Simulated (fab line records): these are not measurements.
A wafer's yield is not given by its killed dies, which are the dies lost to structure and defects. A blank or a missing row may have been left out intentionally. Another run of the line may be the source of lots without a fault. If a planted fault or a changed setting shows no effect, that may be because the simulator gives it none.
Code-filled problem report in 8D (eight disciplines) form | flow n5 finfet | the parts of the form that need people (team, actions taken, sign-off) are left out

## 1. WHAT WENT WRONG
Wafers without a fault read 55.3 nm, standard deviation 0.83; trench depth nm at N5_BEOL_M4_OCD_MEAS_38 reads a mean of 3.4 nm on 3 wafers belonging to 2 lots. Measured from the usual mean, that is -63 standard deviations.
First seen on wafer L359.3, day 11 10:50, on ocd-01. The record holds 23 wafers of 8 lots with a number at this step. Rule for "out" (also "out of limits"): further than 4 standard deviations from the usual mean. All remaining wafers that have a number are taken as sound.

## 2. WHAT IT IS, AND WHAT IT ISN'T
question                    | is                     | is not
which readings at this step | trench depth nm        | -
which lots                  | L359, L362             | L365, L369, L371, L372, L373, L374
which wafers of those lots  | L359.3, L362.3, L362.4 | L359.5, L362.2
read on which gauges        | ocd-01, ocd-02         | -
when                        | from day 11 10:50      | up to then (1 sound wafer); but 19 sound wafers of L362, L365, L369, L371, L372, L373, L374 came after

## 3. SUSPECTS, AND WHAT RULES EACH OUT
Counting: if a tool at a process step up to the reading ran every lot that is out, it stays a suspect. Sound lots after the first of them don't rule it out here, since some wafers of a struck lot are sound.
- the gauge at N5_BEOL_M4_OCD_MEAS_38 is ruled out. Those wafers that are out were read across 2 gauges (ocd-01, ocd-02).
- rie metal-02 at N5_BEOL_M4_HM_OPEN_17 (chemistry Cl2/BCl3, target TiN, target depth 20 nm, overetch 6 nm): kept. It ran every lot that is out, first L359 (day 10 08:41).
- rie diel-04 at N5_BEOL_M4_ETCH_77 (etches underlayer in N2/H2, target depth 6.5 nm, time 5.2 s): kept. It ran every lot that is out, first L359 (day 10 09:34).
Remaining after the count are rie metal-02 at N5_BEOL_M4_HM_OPEN_17 and rie diel-04 at N5_BEOL_M4_ETCH_77.

## 4. THE CAUSE (what the simulator had put in)
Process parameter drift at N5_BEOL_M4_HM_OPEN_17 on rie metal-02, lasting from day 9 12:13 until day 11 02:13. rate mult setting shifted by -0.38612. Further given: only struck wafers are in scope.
After counting, 2 suspects remain, this tool included.

## 5. THE EFFECT CHAIN, in route order
One row per reading whose mean, taken over the struck wafers that have a number, lies over 3 standard deviations from the usual. Only readings for which the record gives a usual standard deviation are gone through. hours: the time from each lot's start at the first step in this table that gives one to its start at this step, as a median over the lots. sigmas: the change in usual standard deviations.
hours | step                    | reading              | usual     | on struck wafers | change | sigmas
0     | N5_BEOL_M4_ETCHBACK_99  | oes product au       | 0.80 a.u. | 0.34             | -0.46  | -5.6
0     | N5_BEOL_M4_OCD_MEAS_38  | trench depth nm      | 55.3 nm   | 3.4              | -51.9  | -63
103   | N5_PASSIVATION_PROBE_49 | defect limited yield | 91.6 %    | 6.1              | -85.5  | -53
103   | N5_PASSIVATION_PROBE_49 | killed_at_M4_up      | 13        | 1021             | +1008  | +99 or more
103   | N5_PASSIVATION_PROBE_49 | killed dies          | 99        | 1108             | +1009  | +56
103   | N5_PASSIVATION_PROBE_49 | killed on rim        | 13        | 133              | +120   | +31
103   | N5_PASSIVATION_PROBE_49 | sort_bin_5_function  | 4.9 %     | 90.1             | +85.2  | +85
103   | N5_PASSIVATION_PROBE_49 | sort n pass          | 1081      | 72               | -1009  | -56
103   | N5_PASSIVATION_PROBE_49 | sort yield pct       | 91.6 %    | 6.1              | -85.5  | -53
It contains these process steps:
- N5_BEOL_M4_ETCHBACK_99: etches SiO2 in CHF3, target depth 5 nm, time 10.4 s.
- N5_PASSIVATION_PROBE_49
Readings that are blank on the struck wafers while sound wafers have them: M4_THK at N5_BEOL_M4_THK_MEAS_53.

## 6. HOW IT WOULD HAVE BEEN CAUGHT EARLIER
47 hours passed between the start of the fault at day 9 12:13 and the first reading out of limits at a measuring or inspecting step in this record, taken at day 11 10:50.
An alarm limit of 4 standard deviations would not have fired on the tool readings at N5_BEOL_M4_HM_OPEN_17 for which the record gives a usual standard deviation, since none of them was out on any struck wafer.
By day 11 10:50 the whole set of lots that are out, 2 in number, had already begun N5_BEOL_M4_HM_OPEN_17 on rie metal-02. Tool hold at that time: it would have spared none of them.
